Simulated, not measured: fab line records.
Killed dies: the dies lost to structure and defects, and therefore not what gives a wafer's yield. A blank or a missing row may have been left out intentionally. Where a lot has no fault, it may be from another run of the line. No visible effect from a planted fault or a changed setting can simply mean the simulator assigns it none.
Struck lot and sound lot, side by side + flow n5-finfet + 16 out of 1938 route steps
Sound: wafers L158.1, L158.2, L158.6. The struck wafers were L169.1, L169.2, L169.6. The cause is named last.
At each step with rows: each side's tool, then ch and its chambers, then its first start. Under that, the readings that differ: sound wafers + struck wafers + difference of the means + sigmas: that difference in standard deviations of wafers without a fault.
alike: words and numbers the same on both sides, and readings whose means are apart by under 2 such deviations; not compared: readings that were withheld, readings missing a value for some wafer, numbers with overlapping values and no deviation given by the record, and bounds like >300 which may hide the same value.
Wherever a step has rows on one side only, a row that says differs or no value, or a row with sigmas, the two part there. Numbers that don't overlap but have no deviation are shown without sigmas and don't part them. A reading that every wafer of one side lacks parts them only if that side has two wafers or more.

N5_MOL_CONTACT_COAG_CD_MEAS_08 targets a cd of 28 nm.
  sound on cd-sem-02 ch 0, day 4 16:29; struck on cd-sem-03 ch 0, day 7 21:58
  alike: cd-nm
N5_MOL_CONTACT_COAG_OVL_MEAS_09:
  sound on overlay-01 ch 0, day 4 16:31; struck on overlay-01 ch 0, day 7 22:00
  alike: CA_OVL
N5_MOL_CONTACT_COAG_INSPECT_10: inspects for defects (brightfield).
  struck on defect-inspect-02, day 7 22:04; sound on defect-inspect-02, day 4 16:34
  alike: raw-defect-count
then, 2 steps without rows for these wafers: N5_MOL_CONTACT_COAG_DESCUM_13 (chemistry O2, time 7 s); N5_MOL_CONTACT_COAG_ETCH_59 (etches underlayer in N2/H2, target depth 13 nm, time 10.4 s).
N5_MOL_CONTACT_COAG_ETCH_105: etches SiARC in CF4, target depth 15.6 nm, time 26 s.
  sound on rie-diel-06 ch 2,3, day 4 16:40; struck on rie-diel-06 ch 0,1,3, day 7 22:58
  alike: bias-w, drypump-motor-current-A, etch-rf-on-time-s, mfc-ar-sccm, oes-product-au, rf-vpp-V, showerhead-plenum-p-Torr, throttle-valve-pct
  not compared: rf-hours-counter-h
N5_MOL_CONTACT_COAG_ETCH_106: etches SOC in N2/H2, target depth 80 nm, overetch 16 nm, time 120 s.
  sound on rie-diel-06 ch 2,3, day 4 16:41; struck on rie-diel-06 ch 0,1,3, day 7 23:00
  alike: bias-w, drypump-motor-current-A, oes-product-au, rf-vpp-V, showerhead-plenum-p-Torr, temp-c, throttle-valve-pct
  not compared: rf-hours-counter-h
then, 2 steps without rows for these wafers: N5_MOL_CONTACT_COAG_STRIP_107 (strips in N2/H2); N5_MOL_CONTACT_COAG_STRIP_108 (strips in N2/H2).
N5_MOL_CONTACT_COAG_CONTACT_ETCH_14: etches SiO2 in C4F6/O2, target depth 27.5 nm, overetch 8.5 nm, time 20 s.
  sound on rie-diel-06 ch 2,3, day 4 16:47; struck on rie-diel-06 ch 0,1,3, day 7 23:06
  alike: bias-w, drypump-motor-current-A, mfc-ar-sccm, oes_f_703_au, oes-product-au, rf-vpp-V, showerhead-plenum-p-Torr, throttle-valve-pct
  not compared: rf-hours-counter-h
then, 1 step without rows for these wafers: N5_MOL_CONTACT_COAG_STRIP_109 (strips in C4F6/O2).
N5_MOL_CONTACT_COAG_ETCH_15: etches SiNx in CH3F/O2, stops on Si:P, target depth 7 nm.
  sound on rie-diel-06 ch 2,3, day 4 16:49; struck on rie-diel-06 ch 0,1,3, day 7 23:08
| reading    | sound             | struck            | difference | sigmas |
|------------|-------------------|-------------------|------------|--------|
| bias-w (W) | 73.38 73.27 73.24 | 73.06 72.71 72.71 | -0.47      | -2     |
  alike: CH3F_flow_sccm, drypump-motor-current-A, mfc-ar-sccm, oes_f_703_au, oes-product-au, rf-vpp-V, showerhead-plenum-p-Torr, throttle-valve-pct
  not compared: rf-hours-counter-h
N5_MOL_CONTACT_COAG_ETCH_110: etches Si in CF4/O2, target depth 2.5 nm, time 8 s.
  sound on rie-diel-06 ch 2,3, day 4 16:53; struck on rie-diel-06 ch 0,1,3, day 7 23:12
| reading      | sound             | struck            | difference | sigmas |
|--------------|-------------------|-------------------|------------|--------|
| bias-w (W)   | 11.98 12.00 12.05 | 11.43 11.46 11.39 | -0.58      | -16    |
| rf-vpp-V (V) | 129.6 125.2 124.1 | 122.0 123.7 120.0 | -4.4       | -3     |
  alike: drypump-motor-current-A, mfc-ar-sccm, oes_f_703_au, oes-product-au, showerhead-plenum-p-Torr, throttle-valve-pct
  not compared: rf-hours-counter-h
N5_MOL_CONTACT_COAG_STRIP_98: strips in N2/H2.
  sound on rie-diel-06 ch 2,3, day 4 16:56; struck on rie-diel-06 ch 0,1,3, day 7 23:15
  alike: drypump-motor-current-A, oes-product-au, rf-vpp-V, showerhead-plenum-p-Torr, temp-c, throttle-valve-pct
  not compared: rf-hours-counter-h
-- record jumps: 3 days separate the struck wafers' starts on either side; left off in module MOL_CONTACT_COAG, taken up again in module BEOL_M4, whose first shown step is the route's number 1111 --
N5_BEOL_M4_RC_MEAS_101:
  sound on prober-02 ch 0, day 8 00:32; struck on prober-01 ch 0, day 11 03:30
  alike: DIBL_N, DIBL_P, IOFF_N, IOFF_P, ION_N, ION_P, SS_N, SS_P, VT_N, VT_P
-- the record jumps here: 5 days lie between the struck wafers' starts before and after (it left off in module BEOL_M4 and takes up again in module PASSIVATION, whose first step shown is number 1936 of the route) --
N5_PASSIVATION_PROBE_49:
  struck on prober-01, day 15 18:20; sound on prober-01, day 12 06:55
  alike: defect-limited-yield, killed_at_M0_to_M3, killed_at_M4_up, killed-at-contacts, killed-at-front-end, killed-at-other, killed-dies, killed-open, killed-short, sort_bin_5_function, sort_bin_6_memory, sort-n-pass, sort-yield-pct

## WHERE THEY PART
Earliest at N5_MOL_CONTACT_COAG_ETCH_15; latest, in this record, at N5_MOL_CONTACT_COAG_ETCH_110. Later steps at which nothing parts them and some readings are alike: N5_MOL_CONTACT_COAG_STRIP_98, N5_BEOL_M4_RC_MEAS_101, N5_PASSIVATION_PROBE_49.

WHY: whatever the simulator had introduced
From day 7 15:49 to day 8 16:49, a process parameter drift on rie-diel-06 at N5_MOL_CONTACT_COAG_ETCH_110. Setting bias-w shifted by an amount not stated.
